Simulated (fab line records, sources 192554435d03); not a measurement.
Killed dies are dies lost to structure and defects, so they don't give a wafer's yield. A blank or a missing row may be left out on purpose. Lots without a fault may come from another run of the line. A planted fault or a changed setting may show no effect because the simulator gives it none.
Split-lot experiment | flow n5_finfet | 7 lots, 21 wafers read, on a route of 1938 steps

THE SPLIT
At N5_BEOL_M1_PECVD_72 (deposits SiO2 from TEOS/O2, target thk 16 nm, time 18 s), the setting time_s was moved away from the recipe's 18 s on 6 of the 21 wafers read, by -6.2% to +14.0%. The other wafers ran this setting at the recipe's value.

The reading is taken at the split's own step.

THE READING
SiO2_of_BEOL_M1_PECVD_72.thk_nm (the simulator's own value, which no gauge read), in nm, at N5_BEOL_M1_PECVD_72 (deposits SiO2 from TEOS/O2, target thk 16 nm, time 18 s). The file gives no usual value for it. The 15 wafers here that ran the recipe average 16.0 nm, standard deviation 0.32 nm.

wafer  | tool, chamber at the split | time_s as run, s | against the recipe | SiO2_of_BEOL_M1_PECVD_72.thk_nm, nm | against lot-mates on the recipe
L080.1 | pecvd-03, 1                | 18               | recipe             | 15.8                                | -
L080.2 | pecvd-03, 0                | 19.05            | +5.8%              | 17.2                                | +1.3
L080.4 | pecvd-03, 1                | 18               | recipe             | 16                                  | -
L084.2 | pecvd-01, 1                | 18               | recipe             | 15.4                                | -
L084.4 | pecvd-01, 1                | 18               | recipe             | 15.6                                | -
L084.5 | pecvd-01, 0                | 20.52            | +14.0%             | 18.2                                | +2.7
L085.2 | pecvd-02, 0                | 18               | recipe             | 16                                  | -
L085.5 | pecvd-02, 1                | 18               | recipe             | 16.6                                | -
L085.6 | pecvd-02, 0                | 18               | recipe             | 16.4                                | -
L090.2 | pecvd-02, 0,1              | 18               | recipe             | 16.2                                | -
L090.4 | pecvd-02, 0,1              | 18               | recipe             | 16.2                                | -
L090.5 | pecvd-02, 0                | 19.58            | +8.8%              | 17.8                                | +1.6
L093.1 | pecvd-01, 2                | 18               | recipe             | 15.6                                | -
L093.3 | pecvd-01, 0                | 16.89            | -6.2%              | 15                                  | -0.7
L093.6 | pecvd-01, 2                | 18               | recipe             | 15.8                                | -
L094.1 | pecvd-02, 1                | 18               | recipe             | 16                                  | -
L094.4 | pecvd-02, 2                | 18               | recipe             | 15.8                                | -
L094.5 | pecvd-02, 0                | 18               | recipe             | 16.4                                | -
L095.1 | pecvd-02, 1                | 18               | recipe             | 16                                  | -
L095.2 | pecvd-02, 0,1              | 19.08            | +6.0%              | 17.2                                | +1.2
L095.4 | pecvd-02, 0,1              | 19.08            | +6.0%              | 17.2                                | +1.2
Where a row lists several chambers, the file gives one row for several wafers and doesn't say which wafer went through which chamber.

THE FIT
A straight line over all 21 wafers: SiO2_of_BEOL_M1_PECVD_72.thk_nm changes by +0.177 nm for each +1% of time_s; r = +0.93; the points scatter about the line by 0.31 nm.
The same after taking each lot's own level away (the mean of its wafers on the recipe; 21 wafers): +0.183 nm for each +1%; r = +0.97; scatter 0.19 nm.
On that fit, the largest move of time_s shifts the reading by 2.6 nm.
The lots' own levels span 15.50 to 16.33 nm, that is 2.6 times the standard deviation above.
So the lot-to-lot level changes the slope little: the two slopes agree.
Check: with one of the wafers moved furthest among these (+14.0%) left out of the fit, the line predicts +2.54 nm for it against its lot-mates. It came out at +2.7 nm against them.

OTHER SPLITS ON THESE WAFERS
These wafers also went through other splits before the reading. Each is held against what the fit with the lots' levels taken away leaves over:
other split on the same wafers        | wafers away from the commonest value | r with SiO2_of_BEOL_M1_PECVD_72.thk_nm (lot level and that fit taken away)
N5_SDB_COAT_05 spin_rpm               | 5                                    | +0.02
N5_HKMG_FIN_HK_ALD_01 ald_cycles      | 6                                    | +0.30
N5_MOL_CONTACT_COAG_EXPOSE_05 dose_mj | 8                                    | +0.11
N5_BEOL_M0_SAQP_HM_DEP_111 time_s     | 6                                    | +0.18
N5_BEOL_M0_SAQP_COAT_105 spin_rpm     | 4                                    | +0.16

THE FILE'S OWN FIT
SiO2_of_BEOL_M1_PECVD_72.thk_nm changes by +0.186 nm for each +1% of time_s, r = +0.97.
